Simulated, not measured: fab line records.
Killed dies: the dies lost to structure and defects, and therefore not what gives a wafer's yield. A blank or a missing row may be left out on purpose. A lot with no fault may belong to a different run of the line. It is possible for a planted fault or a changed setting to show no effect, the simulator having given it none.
Split-lot experiment ; flow n5_finfet ; 7 lots, 21 wafers read, on a route of 1938 steps

== ABOUT THE SPLIT ==
At N5_FIN_SAQP_COAT_10 (resist thk 90 nm), the setting spin_rpm was moved away from the recipe's 1500 rpm on 9 of the 21 wafers read, by -9.5% to +9.1%. For the rest of the wafers, this setting stayed at what the recipe calls for.

== FROM THE SPLIT TO THE READING: what the file shows between them, 2 steps ==
- N5_FIN_SAQP_EBR_12
- N5_FIN_SAQP_SOFTBAKE_11: time 60 s

== THE READING ==
CAR-ArF_of_FIN_SAQP_COAT_10.thk_nm (the simulator's own value, which no gauge read), in nm, at N5_FIN_SAQP_DESCUM_21 (chemistry O2, time 7.9 s). No usual value for it is given in the file. Average 83.36 nm, standard deviation 0.2 nm, over the 12 wafers here run with the recipe.

wafer;tool, chamber at the split;spin_rpm as run, rpm;against the recipe;CAR-ArF_of_FIN_SAQP_COAT_10.thk_nm, nm;against lot-mates on the recipe
L076.1;litho_track-02, 0;1581;+5.4%;81.27;-2.25
L076.4;litho_track-02, 0;1500;recipe;83.52;-
L076.5;litho_track-02, 0;1581;+5.4%;80.99;-2.53
L084.1;litho_track-01, 0;1500;recipe;83.4;-
L084.4;litho_track-01, 0;1500;recipe;83.37;-
L084.5;litho_track-01, 0;1500;recipe;83.45;-
L085.1;litho_track-05, 0;1370;-8.7%;87.68;+4.28
L085.3;litho_track-05, 0;1370;-8.7%;87.69;+4.29
L085.5;litho_track-05, 0;1500;recipe;83.4;-
L086.2;litho_track-05, 0;1628;+8.5%;79.63;-4.02
L086.4;litho_track-05, 0;1628;+8.5%;79.84;-3.81
L086.5;litho_track-05, 0;1500;recipe;83.65;-
L088.1;litho_track-02, 0;1500;recipe;83.3;-
L088.4;litho_track-02, 0;1357;-9.5%;88.08;+4.78
L088.6;litho_track-02, 0;1357;-9.5%;87.75;+4.45
L089.2;litho_track-05, 0;1500;recipe;83.05;-
L089.3;litho_track-05, 0;1500;recipe;83.09;-
L089.6;litho_track-05, 0;1500;recipe;83.04;-
L091.1;litho_track-05, 0;1500;recipe;83.38;-
L091.4;litho_track-05, 0;1637;+9.1%;79.55;-3.96
L091.6;litho_track-05, 0;1500;recipe;83.64;-

THE FIT
A straight line over all 21 wafers: CAR-ArF_of_FIN_SAQP_COAT_10.thk_nm changes by -0.456 nm for each +1% of spin_rpm; r = -1.00; the points scatter about the line by 0.23 nm.
The same after taking each lot's own level away (the mean of its wafers on the recipe; 21 wafers): -0.47 nm for each +1%; r = -1.00; scatter 0.13 nm.
The reading moves by 4.5 nm for the largest change in spin_rpm, on that fit.
The span of the lots' own levels, 83.060 to 83.650 nm, comes to 3.0 times the standard deviation stated above.
Consequently the slope shifts little with the lot-to-lot level, the two slopes agreeing.
Check: with one of the wafers moved furthest among these (-9.5%) left out of the fit, the line predicts +4.5 nm for it against its lot-mates. It came out at +4.78 nm against them.

== FURTHER SPLITS ON THESE WAFERS ==
Before the reading, these wafers also passed through other splits. Each is held against what the fit with the lots' levels taken away leaves over:
other split on the same wafers;wafers away from the commonest value;r with CAR-ArF_of_FIN_SAQP_COAT_10.thk_nm (lot level and that fit taken away)
N5_ZERO_LAYER_PECVD_02 time_s;11;-0.06
N5_ZERO_LAYER_COAT_05 spin_rpm;6;-0.33
N5_PMOS_HMC_CHANNEL_EPI_PEB_07 peb_time_s;6;+0.11
N5_PMOS_HMC_CHANNEL_EPI_ETCH_38 bias_w;6;-0.06
N5_FIN_SAQP_ALD_61 ald_cycles;4;+0.15

== THE WHOLE CHAIN: every reading that the file lists as answering this split, in the file's order ==
step;what it does;reading;change (the file's fit);r (the file's)
N5_FIN_SAQP_COAT_10;resist thk 90 nm;CAR-ArF_of_FIN_SAQP_COAT_10.thk_nm (the simulator's own value, which no gauge read);-0.457 nm for each +1% of the setting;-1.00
N5_FIN_SAQP_DESCUM_21;chemistry O2, time 7.9 s;CAR-ArF_of_FIN_SAQP_COAT_10.thk_nm (the simulator's own value, which no gauge read);-0.466 nm for each +1% of the setting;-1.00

== FILE'S OWN FIT ==
CAR-ArF_of_FIN_SAQP_COAT_10.thk_nm changes by -0.466 nm for each +1% of spin_rpm, r = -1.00.
